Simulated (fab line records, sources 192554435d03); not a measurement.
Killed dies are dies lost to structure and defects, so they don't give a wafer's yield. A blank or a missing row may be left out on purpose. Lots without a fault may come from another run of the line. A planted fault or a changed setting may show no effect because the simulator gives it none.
Chamber matching | flow n5_finfet | N5_BEOL_M4_ILD_DEP_00 on pecvd-04: 3 sister chambers
The step deposits SiOC from DEMS/O2, target thk 79 nm, time 15.3 s. 6 wafers are shown with their chamber, then 7 later ones without.

WAFERS WITH THEIR CHAMBER
wafer  | chamber | throttle_valve_pct (%) | heater_power_w (W)
L894.1 | 0       | 12.5                   | 432
L894.5 | 1       | 12.4                   | 678
L896.2 | 1       | 12.2                   | 591
L896.6 | 0       | 12.9                   | 493
L910.2 | 2       | 11.6                   | 568
L910.3 | 2       | 11.4                   | 584

WAFERS WITHOUT THEIR CHAMBER
wafer  | throttle_valve_pct (%) | heater_power_w (W)
L910.5 | 11.6                   | 574
L911.2 | 12.5                   | 524
L911.4 | 12.5                   | 640
L911.5 | 12.4                   | 514
L912.1 | 12.2                   | 582
L912.3 | 11.8                   | 634
L912.5 | 12.5                   | 581

WHICH CHAMBER EACH WENT THROUGH
wafer  | from the rows above     | in truth
L910.5 | 2                       | 2
L911.2 | can't be placed: 0 or 1 | 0
L911.4 | 1                       | 1
L911.5 | can't be placed: 0 or 1 | 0
L912.1 | 1                       | 1
L912.3 | can't be placed: 2 or 1 | 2
L912.5 | can't be placed: 1 or 0 | 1
Placed correctly: 3 of 7. Can't be placed from these rows: 4 (the true chamber is among the candidates in 4). Placed wrongly: 0.
How it was worked out, from the rows above alone: a wafer's distance from a chamber is the root of the sum, over the readings, of the square of ((its reading less the chamber's mean) divided by the reading's scatter). The wafer belongs to the nearest chamber; if the next one is less than 2 further off, it can't be placed. A chamber's mean is the mean of its shown wafers. The scatter: the root of (the sum of the squares of (reading less its chamber's mean) over the shown wafers, divided by (wafers less chambers)).
